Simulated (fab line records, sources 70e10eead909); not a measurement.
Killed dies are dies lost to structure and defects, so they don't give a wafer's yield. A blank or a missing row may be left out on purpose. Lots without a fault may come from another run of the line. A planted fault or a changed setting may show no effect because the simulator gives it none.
Which tool did it? | flow nand_harc | 12 lots, 36 wafers sampled, at 6 steps of a route of 1159

WHAT THE GAUGES READ, wafer by wafer
NHARC_P_GATE_CD_MEAS_11: target cd 1640 nm. Usual: cd_nm 1638.9 nm, standard deviation 1.8.
lot  | measured    | on        | cd_nm (nm)           | flag
L317 | day 3 19:01 | cd_sem-01 | 1639.8 1638.3 1639.8 |
L319 | day 4 21:21 | cd_sem-03 | 1638.3 1641.3 1638.9 |
L322 | day 5 10:35 | cd_sem-01 | 1638.1 1638.6 1637.1 |
L325 | day 5 22:40 | cd_sem-01 | 1638.0 1638.1 1637.9 |
L324 | day 5 22:42 | cd_sem-03 | 1641.2 1640.5 1643.5 |
L328 | day 6 16:15 | cd_sem-03 | - - -                | OFF
L330 | day 7 06:07 | cd_sem-02 | 1640.1 1638.5 1636.4 |
L329 | day 7 06:17 | cd_sem-03 | 1638.3 1639.9 1640.5 |
L332 | day 7 14:20 | cd_sem-01 | 1638.4 1635.5 1639.9 |
L334 | day 8 03:26 | cd_sem-03 | 1639.5 1640.5 1640.8 |
L339 | day 9 09:05 | cd_sem-02 | 1636.5 1640.1 1638.5 |
L338 | day 9 09:15 | cd_sem-03 | 1639.1 1639.1 1641.6 |

NHARC_END_SORT_01. Usual: killed_at_array 28, standard deviation 11; killed_at_other 0.5, standard deviation 0.87; killed_at_periphery 2.9, standard deviation 2.2; killed_dies 32, standard deviation 11; killed_open 3.2, standard deviation 1.9; killed_short 1.8, standard deviation 1.4.
lot  | measured     | on        | killed_at_array | killed_at_other | killed_at_periphery | killed_dies | killed_open | killed_short | flag
L328 | day 21 12:09 | prober-02 | 43 32 41        | 0 0 0           | 634 645 636         | 677 677 677 | 5 7 9       | 4 3 3        | OFF

WHICH TOOL RAN EACH LOT (tool, then ch and the chambers of the sampled wafers, then the start)
lot  | NHARC_P_GATE_EXPOSE_08           | NHARC_P_GATE_STRIP_101             | NHARC_P_GATE_DESCUM_61             | NHARC_P_GATE_DEGAS_109
L317 | krf_scanner-01 ch 0, day 3 18:52 | rie_diel-10 ch 1,3, day 4 20:40    | rie_diel-10 ch 0,2, day 4 23:20    | pvd_sputter-01, day 5 03:11
L319 | krf_scanner-01 ch 0, day 4 21:12 | rie_diel-10 ch 1,3, day 5 22:17    | rie_diel-10 ch 2,3, day 6 01:00    | pvd_sputter-02, day 6 04:51
L322 | krf_scanner-03 ch 0, day 5 10:26 | rie_diel-10 ch 0,1,2, day 6 15:05  | rie_diel-10 ch 0,1,2, day 6 17:49  | pvd_sputter-02, day 6 21:25
L325 | krf_scanner-03 ch 0, day 5 22:31 | rie_diel-10 ch 1,2, day 6 23:35    | rie_diel-03 ch 0,3, day 7 02:19    | pvd_sputter-01, day 7 05:54
L324 | krf_scanner-03 ch 0, day 5 22:32 | rie_diel-03 ch 2,3, day 7 01:50    | rie_diel-10 ch 0,1,2, day 7 04:37  | pvd_sputter-01, day 7 08:08
L328 | krf_scanner-01 ch 0, day 6 16:05 | rie_diel-10 ch 0,2,3, day 7 17:19  | rie_diel-10 ch 0,1,2, day 7 20:25  | pvd_sputter-03, day 8 00:06
L330 | krf_scanner-02 ch 0, day 7 05:58 | rie_diel-10 ch 0,1, day 8 07:21    | rie_diel-03 ch 0,1,2, day 8 10:26  | pvd_sputter-02, day 8 14:07
L329 | krf_scanner-01 ch 0, day 7 06:08 | rie_diel-10 ch 1,2, day 8 07:53    | rie_diel-12 ch 0,3, day 8 10:47    | pvd_sputter-03, day 8 14:43
L332 | krf_scanner-01 ch 0, day 7 14:11 | rie_diel-12 ch 0,1,2, day 8 15:15  | rie_diel-03 ch 0,2,3, day 8 18:06  | pvd_sputter-03, day 8 21:43
L334 | krf_scanner-01 ch 0, day 8 03:17 | rie_diel-03 ch 0,3, day 9 06:31    | rie_diel-03 ch 1,2,3, day 9 09:12  | pvd_sputter-03, day 9 13:06
L339 | krf_scanner-01 ch 0, day 9 08:56 | rie_diel-03 ch 1,2,3, day 10 13:17 | rie_diel-10 ch 1,2,3, day 10 16:09 | pvd_sputter-03, day 10 19:49
L338 | krf_scanner-03 ch 0, day 9 09:06 | rie_diel-10 ch 1,3, day 10 14:42   | rie_diel-12 ch 0,2,3, day 10 17:26 | pvd_sputter-01, day 10 21:10
- NHARC_P_GATE_EXPOSE_08: exposes mask P HV.
- NHARC_P_GATE_STRIP_101: strips in O2, time 20 s.
- NHARC_P_GATE_DESCUM_61: chemistry O2, time 3 s.
- NHARC_P_GATE_DEGAS_109: time 60 s.

WHAT THE TOOLS THEMSELVES READ (means of the sampled wafers that have a number; where no wafer has one, the mark that the record gives instead)
NHARC_P_GATE_STRIP_101. Usual: chamber_pressure_mTorr 60.00 mTorr, standard deviation 0.056; drypump_motor_current_A 5.6 A, standard deviation 0.57; oes_product_au 1.009 a.u., standard deviation 0.019; rf_vpp_V 57.7 V, standard deviation 0.86; showerhead_plenum_p_Torr 3.49 Torr, standard deviation 0.13; throttle_valve_pct 17.036 %, standard deviation 0.0084.
lot  | tool        | chamber_pressure_mTorr (mTorr) | drypump_motor_current_A (A) | oes_product_au (a.u.) | rf_vpp_V (V) | showerhead_plenum_p_Torr (Torr) | throttle_valve_pct (%) | flag
L317 | rie_diel-10 | 59.93                          | 6.4                         | 1.024                 | 57.5         | 3.44                            | 17.030                 |
L319 | rie_diel-10 | 59.97                          | 6.4                         | 1.021                 | 57.8         | 3.44                            | 17.040                 |
L322 | rie_diel-10 | 59.99                          | 5.8                         | 1.020                 | 58.2         | 3.47                            | 17.035                 |
L325 | rie_diel-10 | 59.99                          | 5.8                         | 1.027                 | 57.1         | 3.36                            | 17.039                 |
L324 | rie_diel-03 | 59.97                          | 5.8                         | 1.024                 | 57.4         | 3.57                            | 17.031                 |
L328 | rie_diel-10 | 60.01                          | 5.4                         | 0.998                 | 57.4         | 3.44                            | 17.036                 |
L330 | rie_diel-10 | 60.02                          | 6.3                         | 1.016                 | 57.9         | 3.53                            | 17.029                 |
L329 | rie_diel-10 | 59.96                          | 5.8                         | 1.018                 | 58.1         | 3.36                            | 17.047                 |
L332 | rie_diel-12 | 59.96                          | 5.9                         | 0.974                 | 57.9         | 3.59                            | 17.043                 |
L334 | rie_diel-03 | 59.98                          | 5.7                         | 1.026                 | 57.5         | 3.51                            | 17.027                 |
L339 | rie_diel-03 | 59.96                          | 5.4                         | 1.006                 | 58.0         | 3.59                            | 17.027                 |
L338 | rie_diel-10 | 60.04                          | 5.9                         | 0.998                 | 57.4         | 3.40                            | 17.035                 |

NHARC_P_GATE_DESCUM_61. Usual: chamber_pressure_mTorr 60.00 mTorr, standard deviation 0.056; drypump_motor_current_A 5.6 A, standard deviation 0.54; oes_product_au 1.007 a.u., standard deviation 0.019; rf_vpp_V 57.8 V, standard deviation 0.86; showerhead_plenum_p_Torr 1.91 Torr, standard deviation 0.073; throttle_valve_pct 11.311 %, standard deviation 0.0098.
lot  | tool        | chamber_pressure_mTorr (mTorr) | drypump_motor_current_A (A) | oes_product_au (a.u.) | rf_vpp_V (V) | showerhead_plenum_p_Torr (Torr) | throttle_valve_pct (%) | flag
L317 | rie_diel-10 | 60.03                          | 5.3                         | 0.996                 | 58.2         | 1.92                            | 11.308                 |
L319 | rie_diel-10 | 60.02                          | 5.4                         | 1.007                 | 58.1         | 1.81                            | 11.316                 |
L322 | rie_diel-10 | 59.98                          | 5.8                         | 1.021                 | 57.3         | 1.88                            | 11.320                 |
L325 | rie_diel-03 | 60.01                          | 5.7                         | 1.033                 | 58.1         | 1.91                            | 11.314                 |
L324 | rie_diel-10 | 59.97                          | 5.8                         | 1.015                 | 58.0         | 1.88                            | 11.315                 |
L328 | rie_diel-10 | 60.00                          | 5.8                         | 1.014                 | 57.6         | 1.88                            | 11.308                 |
L330 | rie_diel-03 | 59.97                          | 5.1                         | 1.012                 | 58.8         | 1.95                            | 11.319                 |
L329 | rie_diel-12 | 59.98                          | 5.5                         | 0.975                 | 57.6         | 1.97                            | 11.303                 |
L332 | rie_diel-03 | 60.02                          | 5.4                         | 1.018                 | 58.3         | 1.93                            | 11.306                 |
L334 | rie_diel-03 | 59.97                          | 5.4                         | 1.010                 | 58.1         | 1.95                            | 11.309                 |
L339 | rie_diel-10 | 60.05                          | 5.8                         | 1.012                 | 58.1         | 1.83                            | 11.314                 |
L338 | rie_diel-12 | 60.01                          | 5.7                         | 0.993                 | 58.0         | 1.98                            | 11.309                 |

NHARC_P_GATE_DEGAS_109. Usual: heater_power_w 485 W, standard deviation 47.
lot  | tool           | heater_power_w (W) | flag
L317 | pvd_sputter-01 | 451                |
L319 | pvd_sputter-02 | 460                |
L322 | pvd_sputter-02 | 466                |
L325 | pvd_sputter-01 | 476                |
L324 | pvd_sputter-01 | 483                |
L328 | pvd_sputter-03 | 509                |
L330 | pvd_sputter-02 | 449                |
L329 | pvd_sputter-03 | 466                |
L332 | pvd_sputter-03 | 489                |
L334 | pvd_sputter-03 | 474                |
L339 | pvd_sputter-03 | 487                |
L338 | pvd_sputter-01 | 515                |

THE ANSWER, worked out from the rows above alone
Rule: a lot is off if the mean of its wafers that have a number lies more than 3 standard deviations from the usual mean. A lot without any number at a reading at which 4 lots or more have one is off too. The other lots that the step has rows for count as sound. The gauges are gone through in route order, then the tools' own readings, and for those a lot's mean is taken as printed above. The first step at which some lot is off is used, and at that step the reading that is off furthest; a lot without a number counts as furthest.
Off: L328, at NHARC_P_GATE_CD_MEAS_11 (cd_nm). Without a number there: L328.
A tool fits if, at a process step before that reading, it ran every lot that is off, and no sound lot after the first of them. The gauges at NHARC_P_GATE_CD_MEAS_11 aren't tried: what is off there is off at NHARC_END_SORT_01 too, on other tools, and a gauge's error can't cause that. None of those tried fits.

WHAT THE SIMULATOR HAD PUT IN
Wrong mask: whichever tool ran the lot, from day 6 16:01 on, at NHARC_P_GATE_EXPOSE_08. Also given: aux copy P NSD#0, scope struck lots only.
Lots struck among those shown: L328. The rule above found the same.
